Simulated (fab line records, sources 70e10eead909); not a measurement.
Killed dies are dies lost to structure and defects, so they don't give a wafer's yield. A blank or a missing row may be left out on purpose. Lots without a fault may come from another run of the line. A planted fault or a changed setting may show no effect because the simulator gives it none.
Chamber matching | flow nand_harc | NHARC_A_CONTACT_ETCH_91 on rie_diel-03: 4 sister chambers
The step etches the open film in CH3F/O2, target depth 40 nm, time 85.7 s. 14 wafers are shown with their chamber, then 7 later ones without.

WAFERS WITH THEIR CHAMBER
wafer  | chamber | showerhead_plenum_p_Torr (Torr) | drypump_motor_current_A (A) | rf_vpp_V (V)
L083.3 | 1       | 2.55                            | 4.8                         | 245.6
L083.5 | 1       | 2.55                            | 4.7                         | 245.7
L083.6 | 2       | 2.60                            | 5.2                         | 245.5
L082.1 | 2       | 2.60                            | 5.2                         | 246.5
L082.4 | 1       | 2.55                            | 4.7                         | 245.3
L082.6 | 3       | 2.29                            | 5.3                         | 241.9
L087.1 | 3       | 2.29                            | 5.3                         | 241.1
L087.2 | 0       | 2.49                            | 5.8                         | 245.7
L087.3 | 1       | 2.54                            | 4.7                         | 246.4
L093.2 | 3       | 2.28                            | 5.3                         | 241.8
L093.4 | 0       | 2.49                            | 5.7                         | 244.2
L093.5 | 3       | 2.28                            | 5.3                         | 243.3
L094.3 | 2       | 2.59                            | 5.2                         | 246.1
L094.4 | 0       | 2.49                            | 5.8                         | 244.4

SIGNATURES (means of the wafers above)
reading                  | chamber 0 | chamber 1 | chamber 2 | chamber 3 | scatter within a chamber
showerhead_plenum_p_Torr | 2.4900    | 2.5475    | 2.5967    | 2.2850    | 0.00492
drypump_motor_current_A  | 5.767     | 4.725     | 5.200     | 5.300     | 0.0376
rf_vpp_V                 | 244.767   | 245.750   | 246.033   | 242.025   | 0.709
Rule: a wafer's distance from a chamber is the root of the sum, over the readings, of the square of ((its reading less the chamber's mean) divided by the reading's scatter). The wafer belongs to the nearest chamber; if the next one is less than 2 further off, it can't be placed. The scatter: the root of (the sum of the squares of (reading less its chamber's mean) over the shown wafers, divided by (wafers less chambers)).

WAFERS WITHOUT THEIR CHAMBER
wafer  | showerhead_plenum_p_Torr (Torr) | drypump_motor_current_A (A) | rf_vpp_V (V)
L094.5 | 2.28                            | 5.3                         | 241.7
L096.1 | 2.28                            | 5.3                         | 241.4
L096.3 | 2.48                            | 5.8                         | 243.2
L096.5 | 2.28                            | 5.3                         | 241.8
L097.1 | 2.48                            | 5.8                         | 244.2
L097.2 | 2.59                            | 5.2                         | 245.7
L097.5 | 2.28                            | 5.3                         | 241.8

WHICH CHAMBER EACH WENT THROUGH
wafer  | from the rows above | in truth
L094.5 | 3                   | 3
L096.1 | 3                   | 3
L096.3 | 0                   | 0
L096.5 | 3                   | 3
L097.1 | 0                   | 0
L097.2 | 2                   | 2
L097.5 | 3                   | 3
Placed correctly: 7 of 7. Can't be placed from these rows: 0. Placed wrongly: 0.
